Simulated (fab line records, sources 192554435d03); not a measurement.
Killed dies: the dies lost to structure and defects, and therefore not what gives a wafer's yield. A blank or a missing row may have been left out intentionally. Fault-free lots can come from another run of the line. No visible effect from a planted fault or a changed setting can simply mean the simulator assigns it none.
fab line records | flow n5Finfet
record lots=6 wafers=18 lastDay=18
route steps=1938 shown BEOL_M4@1028
lots that met no fault: from a run of the same line without faults
startH: hours from the record's first day to the start of the lot's first wafer shown | waitH: hours elapsed since this lot's preceding step | " as in the row above | L1.1+2: several wafers, shown together as one row | - no value, or no start was given | * or withheld: withheld | < > ~ a bound
route shown NAME@n: names a module that has steps shown in the file, with the first one's number in the route | usual: average and standard deviation across the fault-free wafers | same: alike in all rows | chamber/n: place in a boat | sites: per-site readings | _std_site: the standard deviation of these | _edge_site: the outer-site mean with the inner-site mean subtracted | radiusMm: for every site, how far away it sits from the centre of the wafer | mask NAME#n: copy n | behind: the most recent tool/chamber to have shaped the wafer | hold: why the lot went on hold/how many hours it stayed there/how the hold came to an end | device: names the non-switching transistor (n, p or np) | end of line: tests run on the same wafers once the route is complete | where a step has no rows: the recipe by itself | killed: dies that structure and defects cost at the first sort, which is not the same as the wafer's yield | map: a wafer's dies, x killed, . not, _ none there
set.NAME: the run value of the setting; set.NAME@STEP: its run value at that earlier step | model.NAME: the simulator's own value behind a step, which no gauge read
a table for each step, a row for each wafer; lots at some steps of the route
services: when a tool's chamber went out of use (startH, in hours from the record's first day, below 0 if earlier), for how many hours, and the reason
## steps
# step N5_BEOL_M4_COAT_05
# recipe resist=CAR-EUV spinRpm=1500 resistThkNm=30
# step N5_BEOL_M4_EBR_07
# recipe solvent=PGMEA ebrWidthMm=1.5
# step N5_BEOL_M4_SOFTBAKE_06
# recipe tempC=110 timeS=60 resist=CAR-EUV
# step N5_BEOL_M4_EXPOSE_08
# recipe maskId=M4 na=0.33 sourceShape=dipole sigmaInner=0.369 sigmaOuter=0.767 polarization=unpolarized doseMj=41.25
# step N5_BEOL_M4_PEB_09
# recipe pebTempC=100 pebTimeS=60 resist=CAR-EUV
# step N5_BEOL_M4_DEVELOP_10
# recipe developTimeS=30 developer=TMAH resist=CAR-EUV rinseLiquid=surfactantRinse dry=airSpin devTempC=23
# step N5_BEOL_M4_CD_MEAS_11
# recipe targetCdNm=16.79 landingEnergyEv=500 detector=seInlens polarity=opening
# usual cdNm=16.82/0.24
# columns lot.wafer tool chamber startH waitH cdNm
L379.1 cdSem-01 0 155.13 - 16.88
L379.2 " 0 " " 16.79
L379.5 " 0 " " 17.19
L388.1 cdSem-01 0 217.39 - 16.86
L388.2 " 0 " " 16.91
L388.5 " 0 " " 16.85
L389.2 cdSem-01 0 218.71 - 16.67
L389.3 " 0 " " 16.44
L389.5 " 0 " " 17.33
L390.1 cdSem-01 0 222.17 - 16.51
L390.5 " 0 " " 16.82
L390.6 " 0 " " 16.99
L401.1 cdSem-03 0 302.50 - 16.91
L401.3 " 0 " " 16.76
L401.5 " 0 " " 17.04
L400.1 cdSem-01 0 304.88 - 17.06
L400.4 " 0 " " 16.85
L400.6 " 0 " " 16.65
# step N5_BEOL_M4_OVL_MEAS_12
# recipe pointsPerWafer=522
# usual M4_OVL=-0.3/0.72
# columns lot.wafer tool chamber startH waitH M4_OVL[nm]
L379.1 overlay-02 0 155.17 0.0 -0.4
L379.2 " 0 " " -1.0
L379.5 " 0 " " -0.2
L388.1 overlay-02 0 217.42 0.0 -0.1
L388.2 " 0 " " -0.9
L388.5 " 0 " " -1.0
L389.2 overlay-02 0 218.76 0.0 -0.5
L389.3 " 0 " " -0.8
L389.5 " 0 " " -1.9
L390.1 overlay-02 0 222.20 0.0 0.1
L390.5 " 0 " " 0.0
L390.6 " 0 " " -0.1
L401.1 overlay-02 0 302.53 0.0 0.0
L401.3 " 0 " " 0.0
L401.5 " 0 " " 0.3
L400.1 overlay-02 0 304.91 0.0 -0.1
L400.4 " 0 " " 0.4
L400.6 " 0 " " -0.1
# step N5_BEOL_M4_INSPECT_13
# recipe mode=adi inspectInstrument=brightfield
# usual rawDefectCount=437/110
# columns lot.wafer tool chamber startH waitH rawDefectCount
L379.1 defectInspect-02 - 155.22 0.1 559
L379.2 " - " " 915
L379.5 " - " " 632
L388.1 defectInspect-02 - 217.48 0.1 547
L388.2 " - " " 431
L388.5 " - " " 451
L389.2 defectInspect-01 - 218.81 0.0 437
L389.3 " - " " 373
L389.5 " - " " 519
L390.1 defectInspect-02 - 222.26 0.1 339
L390.5 " - " " 458
L390.6 " - " " 553
L401.1 defectInspect-02 - 302.59 0.1 460
L401.3 " - " " 610
L401.5 " - " " 575
L400.1 defectInspect-01 - 304.97 0.1 248
L400.4 " - " " 372
L400.6 " - " " 298
# step N5_BEOL_M4_DESCUM_16
# recipe chemistry=O2 timeS=7 sourcePowerW=50 biasPowerW=20 pressureMtorr=20 rfFrequencyHz=2.712e+07 tempC=40 resist=CAR-EUV o2FlowSccm=225
# usual drypumpMotorCurrentA=5.7/0.45 oesProductAu=0.79/0.064 rfVppV=243.0/1.3 showerheadPlenumPTorr=2.07/0.078 throttleValvePct=20.37/0.11
# same timeS=7
# columns lot.wafer tool chamber startH waitH drypumpMotorCurrentA oesProductAu rfHoursCounterH rfVppV showerheadPlenumPTorr throttleValvePct
L379.1 rieDiel-02 0 155.26 0.0 5.3 0.71 186 241.5 2.07 20.37
L379.2 " 1 " " 6.1 0.78 133 241.6 2.00 20.39
L379.5 " 1 " " 6.2 0.76 - 243.2 2.00 20.38
L388.1 rieDiel-01 1 217.52 0.0 5.0 0.92 12 245.6 2.25 20.46
L388.2 " 3 " " 6.2 0.76 127 241.5 2.02 20.40
L388.5 " 3 " " 6.2 0.77 - 241.9 2.02 20.40
L389.2 rieDiel-04 0 218.85 0.0 6.1 0.86 53 242.2 2.02 20.22
L389.3 " 1 " " 5.4 0.74 156 241.3 2.00 20.50
L389.5 " 3 " " 5.5 0.84 - 243.6 2.13 20.39
L390.1 rieDiel-04 2 222.97 0.7 4.8 0.85 61 245.2 2.12 20.17
L390.5 " 0 " " 6.2 0.84 - 243.1 2.02 20.22
L390.6 " 3 " " 5.5 0.84 - 243.2 2.13 20.40
L401.1 rieDiel-01 0 302.63 0.0 6.2 0.78 109 241.9 2.01 20.41
L401.3 " 2 " " 5.6 0.75 162 240.9 2.10 20.49
L401.5 " 0 " " 6.2 0.79 - 241.9 2.01 20.41
L400.1 rieDiel-02 2 305.39 0.4 5.7 0.83 88 244.6 2.01 20.47
L400.4 " 0 " " 5.2 0.67 237 242.9 2.05 20.46
L400.6 " 1 " " 6.2 0.73 - 242.0 1.98 20.47
# step N5_BEOL_M4_ETCH_74
# recipe chemistry=N2/H2 target=underlayer targetDepthA=65 maskMaterial=CAR-EUV timeS=5.2 ionEnergyEv=200 pressureMtorr=30 sourceW=840 biasW=150 n2FlowSccm=200 h2FlowSccm=200 ends=cleared
# usual biasW=150.0/0.41 chamberPressureMTorr=30.00/0.045 drypumpMotorCurrentA=5.7/0.45 etchRfOnTimeS=5.21/0.089 oesProductAu=0.67/0.055 rfVppV=523.5/2.9 showerheadPlenumPTorr=2.52/0.084 throttleValvePct=17.83/0.22
# columns lot.wafer tool chamber startH waitH biasW chamberPressureMTorr drypumpMotorCurrentA etchRfOnTimeS oesProductAu rfHoursCounterH rfVppV showerheadPlenumPTorr throttleValvePct
L379.1 rieDiel-02 0 155.29 0.0 150.3 30.11 5.3 5.35 0.59 186 525.8 2.53 17.99
L379.2 " 1 " " 150.9 29.98 6.1 5.27 0.65 133 520.0 2.43 17.76
L379.5 " 1 " " 150.5 29.99 6.2 5.23 0.65 - 520.6 2.43 17.74
L388.1 rieDiel-01 1 217.55 0.0 150.1 29.96 5.0 5.07 0.79 12 530.8 2.70 17.66
L388.2 " 3 " " 149.5 30.00 6.2 5.23 0.65 127 522.2 2.45 17.79
L388.5 " 3 " " 149.2 30.04 6.2 5.27 0.65 - 521.8 2.45 17.78
L389.2 rieDiel-04 0 218.88 0.0 149.4 29.93 6.1 5.23 0.71 53 522.8 2.47 17.68
L389.3 " 1 " " 149.1 29.98 5.4 5.38 0.63 156 521.0 2.45 18.16
L389.5 " 3 " " 149.2 29.95 5.5 5.28 0.71 - 525.8 2.56 17.64
L390.1 rieDiel-04 2 223.00 0.0 150.3 29.99 4.8 5.25 0.73 61 527.2 2.58 17.58
L390.5 " 0 " " 150.8 29.99 6.2 5.12 0.72 - 524.3 2.47 17.69
L390.6 " 3 " " 149.3 30.00 5.5 5.18 0.71 - 525.6 2.56 17.63
L401.1 rieDiel-01 0 302.67 0.0 149.9 30.04 6.2 5.13 0.66 109 522.5 2.44 17.75
L401.3 " 2 " " 150.7 29.98 5.6 5.24 0.61 162 523.9 2.55 18.04
L401.5 " 0 " " 150.1 30.05 6.2 5.12 0.68 - 519.0 2.44 17.74
L400.1 rieDiel-02 2 305.43 0.0 150.2 29.97 5.7 5.16 0.70 88 520.4 2.48 18.25
L400.4 " 0 " " 150.4 29.95 5.2 5.37 0.57 237 522.5 2.51 18.09
L400.6 " 1 " " 149.9 30.01 6.1 5.27 0.61 - 519.9 2.41 17.86
# step N5_BEOL_M4_ETCH_63
# recipe chemistry=CF4 target=SiARC targetDepthA=156 maskMaterial=CAR-EUV timeS=26 ionEnergyEv=80 pressureMtorr=40 sourceW=545 biasW=36 Ar_flow_sccm=100 cf4FlowSccm=100 ends=cleared
# usual biasW=35.99/0.099 cf4FlowSccm=100.0/0.3 drypumpMotorCurrentA=5.7/0.45 etchRfOnTimeS=26.0/0.47 oesProductAu=0.67/0.055 rfVppV=183.7/1.1 showerheadPlenumPTorr=2.13/0.064 throttleValvePct=15.61/0.16
# columns lot.wafer tool chamber startH waitH biasW cf4FlowSccm drypumpMotorCurrentA etchRfOnTimeS oesProductAu rfHoursCounterH rfVppV showerheadPlenumPTorr throttleValvePct
L379.1 rieDiel-02 0 155.31 0.0 35.98 100.5 5.2 26.7 0.61 186 184.5 2.14 15.74
L379.2 " 1 " " 36.09 99.8 6.1 26.0 0.65 133 184.2 2.06 15.70
L379.5 " 1 " " 35.89 99.7 6.1 26.0 0.65 - 181.8 2.06 15.70
L388.1 rieDiel-01 1 217.57 0.0 35.93 99.8 5.1 25.5 0.78 12 185.5 2.26 15.38
L388.2 " 3 " " 35.90 100.2 6.1 26.8 0.64 127 181.6 2.07 15.55
L388.5 " 3 " " 35.90 99.7 6.1 26.8 0.65 - 182.3 2.07 15.56
L389.2 rieDiel-04 0 218.90 0.0 35.89 100.0 6.1 25.6 0.72 53 182.6 2.11 15.61
L389.3 " 1 " " 35.97 99.9 5.4 26.3 0.64 156 183.0 2.06 15.62
L389.5 " 3 " " 36.15 100.2 5.5 26.2 0.71 - 183.7 2.18 15.58
L390.1 rieDiel-04 2 223.02 0.0 35.96 100.4 4.8 26.3 0.72 61 184.3 2.17 15.37
L390.5 " 0 " " 35.91 100.1 6.1 25.5 0.73 - 183.6 2.11 15.62
L390.6 " 3 " " 35.96 99.3 5.5 26.4 0.71 - 183.7 2.18 15.58
L401.1 rieDiel-01 0 302.68 0.0 36.01 99.8 6.2 25.3 0.67 109 183.6 2.08 15.75
L401.3 " 2 " " 35.95 99.9 5.6 26.2 0.63 162 184.3 2.14 15.65
L401.5 " 0 " " 35.89 100.4 6.3 25.2 0.68 - 183.7 2.08 15.73
L400.1 rieDiel-02 2 305.45 0.0 36.05 100.1 5.7 25.4 0.71 88 183.8 2.08 15.75
L400.4 " 0 " " 35.99 100.2 5.2 26.9 0.58 237 183.5 2.12 15.84
L400.6 " 1 " " 35.82 99.9 6.1 26.0 0.62 - 183.8 2.05 15.81
# step N5_BEOL_M4_ETCH_64
# recipe chemistry=N2/H2 target=SOC targetDepthA=750 overetchA=225 maskMaterial=SiARC tempC=40 timeS=121.9 ionEnergyEv=200 pressureMtorr=30 sourceW=840 biasW=150 n2FlowSccm=200 h2FlowSccm=200
# usual biasW=150.1/0.45 chamberPressureMTorr=29.998/0.028 drypumpMotorCurrentA=5.7/0.45 oesProductAu=0.60/0.044 rfVppV=523.4/2.5 showerheadPlenumPTorr=2.52/0.084 throttleValvePct=17.79/0.22 timeS=121.9/0
# columns lot.wafer tool chamber startH waitH biasW chamberPressureMTorr drypumpMotorCurrentA oesProductAu rfHoursCounterH rfVppV showerheadPlenumPTorr throttleValvePct timeS model.CAR-EUV_of_BEOL_M4_COAT_05.thkNm model.SiARC_of_BEOL_M4_COAT_62.thkNm model.underlayer_of_BEOL_M4_COAT_73.thkNm
L379.1 rieDiel-02 0 155.34 0.0 150.8 30.009 5.2 0.55 186 523.4 2.53 17.96 121.9 0 6.4 0
L379.2 " 1 " " 150.1 30.017 6.1 0.58 133 521.6 2.43 17.72 121.9 0 6.4 0
L379.5 " 1 " " 150.0 29.923 6.2 0.58 - 521.2 2.43 17.73 121.9 0 6.4 0
L388.1 rieDiel-01 1 217.60 0.0 - - - - - - - - - 11.2 12 5
L388.2 " 3 " " - - - - - - - - - 11.4 12 5
L388.5 " 3 " " - - - - - - - - - 11.4 12 5
L389.2 rieDiel-04 0 218.93 0.0 - - - - - - - - - 11.2 12 5
L389.3 " 1 " " - - - - - - - - - 11 12 5
L389.5 " 3 " " - - - - - - - - - 11.2 12 5
L390.1 rieDiel-04 2 223.05 0.0 149.6 30.034 4.7 0.65 61 526.0 2.58 17.54 121.9 0 6.4 0
L390.5 " 0 " " 150.0 29.951 6.2 0.64 - 521.1 2.47 17.66 121.9 0 6.2 0
L390.6 " 3 " " 149.6 29.988 5.5 0.63 - 525.3 2.56 17.60 121.9 0 6.4 0
L401.1 rieDiel-01 0 302.71 0.0 150.4 30.030 6.3 0.59 109 521.1 2.44 17.72 121.9 0 6.4 0
L401.3 " 2 " " 150.8 30.029 5.6 0.56 162 524.6 2.55 18.01 121.9 0 6.4 0
L401.5 " 0 " " 149.7 29.973 6.2 0.60 - 521.6 2.44 17.74 121.9 0 6.4 0
L400.1 rieDiel-02 2 305.47 0.0 149.8 29.998 5.7 0.62 88 521.8 2.48 18.22 121.9 0 6.4 0
L400.4 " 0 " " 149.9 30.019 5.3 0.53 237 522.5 2.51 18.05 121.9 0 6.6 0
L400.6 " 1 " " 149.8 30.019 6.2 0.55 - 520.4 2.41 17.81 121.9 0 6.4 0
# step N5_BEOL_M4_STRIP_65
# recipe chemistry=N2/H2 tempC=40 n2FlowSccm=200 h2FlowSccm=200 rfFrequencyHz=6e+07
# step N5_BEOL_M4_STRIP_75
# recipe chemistry=N2/H2 tempC=40 n2FlowSccm=200 h2FlowSccm=200 rfFrequencyHz=6e+07
# step N5_BEOL_M4_STRIP_66
# recipe chemistry=CF4 resist=SiARC powerW=300 biasPowerW=75 pressureMtorr=50 cf4FlowSccm=150 rfFrequencyHz=6e+07
# usual drypumpMotorCurrentA=5.7/0.46 oesProductAu=0.78/0.059 rfVppV=270.8/1.3 showerheadPlenumPTorr=1.78/0.051 throttleValvePct=13.57/0.16
# columns lot.wafer tool chamber startH waitH drypumpMotorCurrentA oesProductAu rfHoursCounterH rfVppV showerheadPlenumPTorr throttleValvePct
L379.1 rieDiel-02 0 155.47 0.0 5.2 0.71 186 270.8 1.79 13.74
L379.2 " 1 " " 6.2 0.76 133 269.3 1.73 13.67
L379.5 " 1 " " 6.2 0.75 - 269.7 1.73 13.67
L388.1 rieDiel-01 1 217.73 0.0 5.0 0.90 12 274.2 1.89 13.33
L388.2 " 3 " " 6.2 0.76 128 270.2 1.72 13.51
L388.5 " 3 " " 6.2 0.76 - 269.1 1.72 13.50
L389.2 rieDiel-04 0 219.06 0.0 6.1 0.84 53 270.5 1.77 13.55
L389.3 " 1 " " 5.4 0.75 156 269.7 1.73 13.62
L389.5 " 3 " " 5.5 0.82 - 272.4 1.82 13.49
L390.1 rieDiel-04 2 223.18 0.0 4.7 0.85 61 273.1 1.82 13.32
L390.5 " 0 " " 6.2 0.83 - 268.8 1.77 13.55
L390.6 " 3 " " 5.5 0.83 - 272.2 1.82 13.48
L401.1 rieDiel-01 0 302.84 0.0 6.2 0.78 109 269.7 1.75 13.71
L401.3 " 2 " " 5.6 0.73 162 271.7 1.79 13.62
L401.5 " 0 " " 6.2 0.78 - 269.6 1.75 13.72
L400.1 rieDiel-02 2 305.61 0.0 5.7 0.81 88 270.1 1.74 13.70
L400.4 " 0 " " 5.2 0.67 237 270.4 1.77 13.83
L400.6 " 1 " " 6.1 0.72 - 268.5 1.72 13.80
# step N5_BEOL_M4_HM_OPEN_17
# recipe chemistry=Cl2/BCl3 targetDepthA=200 overetchA=60 target=TiN maskMaterial=SOC ionEnergyEv=150 pressureMtorr=10 icpW=1000 biasW=126 Cl2_flow_sccm=53.25 bcl3FlowSccm=21.75 Ar_flow_sccm=25
# usual biasW=125.9/0.38 drypumpMotorCurrentA=5.8/0.35 oesProductAu=0.70/0.09 throttleValvePct=22.12/0.16
# columns lot.wafer tool chamber startH waitH biasW drypumpMotorCurrentA oesProductAu rfHoursCounterH throttleValvePct
L379.1 rieMetal-03 0 155.51 0.0 126.1 5.5 0.79 3 22.26
L379.2 " 1 " " 126.5 5.5 0.71 21 22.01
L379.5 " 1 " " 126.4 5.4 0.72 - 22.03
L388.1 rieMetal-03 1 217.78 0.0 126.7 5.4 0.30 27 22.66
L388.2 " 0 " " 125.5 5.4 0.33 8 22.89
L388.5 " 1 " " 125.8 5.4 0.30 - 22.66
L389.2 rieMetal-03 0 219.10 0.0 125.8 5.5 0.33 8 22.91
L389.3 " 0 " " 126.4 5.5 0.33 - 22.89
L389.5 " 0 " " 126.3 5.5 0.33 - 22.90
L390.1 rieMetal-02 0 223.22 0.0 126.1 6.2 0.84 1 21.92
L390.5 " 0 " " 125.6 6.2 0.85 - 21.91
L390.6 " 1 " " 125.7 5.8 0.53 - 22.43
L401.1 rieMetal-01 1 302.88 0.0 126.1 5.7 0.65 51 22.24
L401.3 " 0 " " 125.7 6.3 0.63 - 21.97
L401.5 " 0 " " 125.9 6.3 0.63 - 21.98
L400.1 rieMetal-01 1 305.65 0.0 126.3 5.7 0.64 51 22.24
L400.4 " 1 " " 126.2 5.7 0.64 - 22.25
L400.6 " 0 " " 126.5 6.3 0.63 - 21.97
# step N5_BEOL_M4_STRIP_19
# recipe chemistry=O2 powerW=400 tempC=40 pressureMtorr=30 rfFrequencyHz=6e+07 biasPowerW=0 overashFraction=0.2 o2FlowSccm=225
# usual drypumpMotorCurrentA=5.7/0.47 oesProductAu=0.80/0.063 rfVppV=3.7/0.48 showerheadPlenumPTorr=2.08/0.077 throttleValvePct=16.62/0.11
# same overashFraction=0.2
# columns lot.wafer tool chamber startH waitH drypumpMotorCurrentA oesProductAu rfHoursCounterH rfVppV showerheadPlenumPTorr throttleValvePct
L379.1 rieDiel-04 0 155.62 0.1 6.1 0.90 28 3.9 2.03 16.43
L379.2 " 1 " " 5.4 0.77 131 3.9 2.02 16.65
L379.5 " 1 " " 5.4 0.76 - 4.3 2.02 16.67
L388.1 rieDiel-01 3 217.89 0.1 6.2 0.75 128 3.8 2.02 16.65
L388.2 " 0 " " 6.2 0.81 80 3.9 2.03 16.62
L388.5 " 3 " " 6.2 0.77 - 4.2 2.02 16.65
L389.2 rieDiel-04 1 219.21 0.1 5.4 0.74 156 3.4 2.01 16.71
L389.3 " 0 " " 6.1 0.85 53 3.0 2.02 16.47
L389.5 " 1 " " 5.4 0.74 - 4.0 2.01 16.71
L390.1 rieDiel-01 1 223.34 0.1 5.0 0.91 14 4.0 2.25 16.65
L390.5 " 0 " " 6.2 0.81 - 3.8 2.02 16.65
L390.6 " 3 " " 6.2 0.76 - 4.2 2.02 16.66
L401.1 rieDiel-02 0 302.99 0.1 5.2 0.67 236 4.4 2.05 16.79
L401.3 " 2 " " 5.7 0.84 87 3.8 2.01 16.70
L401.5 " 0 " " 5.2 0.67 - 4.8 2.05 16.77
L400.1 rieDiel-04 2 305.95 0.3 4.7 0.82 88 3.6 2.11 16.47
L400.4 " 1 " " 5.4 0.73 179 3.2 2.00 16.76
L400.6 " 2 " " 4.7 0.82 - 3.8 2.11 16.46
# step N5_BEOL_M4_CD_MEAS_18
# recipe pitchNm=36 targetCdNm=18
# usual cdNm=18.1/0.33
# columns lot.wafer tool chamber startH waitH cdNm
L379.1 cdSem-01 - 155.69 0.0 18.0
L379.2 " - " " 18.1
L379.5 " - " " 18.6
L388.1 cdSem-01 - 217.97 0.1 -
L388.2 " - " " -
L388.5 " - " " -
L389.2 cdSem-02 - 219.28 0.1 -
L389.3 " - " " -
L389.5 " - " " -
L390.1 cdSem-03 - 223.41 0.0 18.1
L390.5 " - " " 17.9
L390.6 " - " " 18.7
L401.1 cdSem-02 - 303.06 0.0 18.0
L401.3 " - " " 17.9
L401.5 " - " " 18.5
L400.1 cdSem-02 - 306.02 0.0 17.8
L400.4 " - " " 17.6
L400.6 " - " " 18.5
# step N5_BEOL_M4_COAT_67
# recipe resist=SOC tempC=250 timeS=60 spinRpm=1500 resistThkNm=60
# step N5_BEOL_M4_RC_MEAS_101
# usual DIBL_N=36.0/2 DIBL_P=36.2/2.2 IOFF_N=0.16/0.034 IOFF_P=0.21/0.04 ION_N=675/12 ION_P=463/7.2 SS_N=71.6/0.6 SS_P=73.3/0.67 VT_N=250/3 VT_P=-251/3.4
# columns lot.wafer tool chamber startH waitH DIBL_N[mV/V] DIBL_P[mV/V] IOFF_N[nA/um] IOFF_P[nA/um] ION_N[uA/um] ION_P[uA/um] SS_N[mV/dec] SS_P[mV/dec] VT_N[mV] VT_P[mV]
L379.1 prober-02 0 169.40 0.0 35.4 35.1 0.12 0.18 658 455 71.6 73.5 254 -256
L379.2 " 0 " " 35.6 35.1 0.13 0.20 655 459 71.9 73.0 253 -251
L379.5 " 0 " " 34.1 33.7 0.10 0.17 645 454 71.2 73.1 253 -255
L390.1 prober-01 0 242.60 0.0 38.7 37.5 0.16 0.20 668 454 70.9 73.9 253 -252
L390.5 " 0 " " 40.5 39.3 0.19 0.24 679 461 71.7 74.9 249 -252
L390.6 " 0 " " 41.2 41.1 0.22 0.26 698 466 72.2 74.8 249 -249
L401.1 prober-01 0 311.62 0.0 36.0 35.9 0.15 0.21 665 455 71.9 72.3 250 -250
L401.3 " 0 " " 34.3 33.7 0.14 0.19 681 460 71.3 72.5 248 -248
L401.5 " 0 " " 36.6 36.7 0.18 0.23 686 469 71.4 73.7 249 -247
L400.1 prober-02 0 314.66 0.0 34.8 34.0 0.14 0.17 673 464 70.5 73.1 252 -253
L400.4 " 0 " " 35.9 34.4 0.14 0.17 661 451 70.8 73.0 249 -255
L400.6 " 0 " " 32.5 31.0 0.10 0.14 659 456 70.5 72.0 253 -256
## services
# columns tool chamber startH hours kind
rieDiel-04 - 131.45 0.3 repair
rieDiel-01 1 162.05 - clean
rieDiel-01 1 162.05 - consumableReplace:focusRing
rieDiel-01 1 162.05 - consumableReplace:showerhead
rieDiel-01 1 162.05 22.6 scheduledDown
rieDiel-01 1 162.05 22.6 ventCycle
rieMetal-02 0 182.77 - clean
rieMetal-02 0 182.77 20.1 scheduledDown
rieMetal-02 0 182.77 20.1 ventCycle
rieDiel-01 - 196.61 0.9 repair
rieDiel-04 3 198.02 17.3 repair
rieMetal-02 - 210.06 10.0 pm
rieDiel-02 2 220.41 6.5 repair
rieDiel-04 1 221.06 3.8 repair
rieDiel-01 2 231.74 9.0 repair
rieMetal-02 1 253.64 - clean
rieMetal-02 1 253.64 17.3 scheduledDown
rieMetal-02 1 253.64 17.3 ventCycle
rieDiel-04 1 279.28 15.5 repair
rieDiel-01 3 303.58 4.3 repair
## key
firstSign step=N5_BEOL_M4_ETCH_64 reading=toolRecord direction=missing
effect step=N5_BEOL_M4_HM_OPEN_17 reading=oesProductAu direction=down sigmas=4.2 usual=0.70 struck=0.32
effect step=N5_BEOL_M4_CD_MEAS_18 reading=cdNm direction=missing
modelEffect step=N5_BEOL_M4_ETCH_64 value=CAR-EUV_of_BEOL_M4_COAT_05.thkNm without=0 struck=11.23
metAt N5_BEOL_M4_ETCH_64
struckWafers L388.1,L388.2,L388.5,L389.2,L389.3,L389.5
laterRowsLeftOut L388.1,L388.2,L388.5,L389.2,L389.3,L389.5
sortLeftOut L388.1,L388.2,L388.5,L389.2,L389.3,L389.5
fault kind=skippedStepWhole tool=rieDiel-01,rieDiel-04 chamber=- onsetH=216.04 steps=N5_BEOL_M4_ETCH_64 scope=struckLotsOnly
# sortLeftOut: the simulated sort isn't trusted on such a fault, so these wafers' sort isn't shown, and their yield isn't known
# laterRowsLeftOut: the simulator's readings of these wafers behind a module that went badly wrong aren't trusted and aren't shown, but for the sort
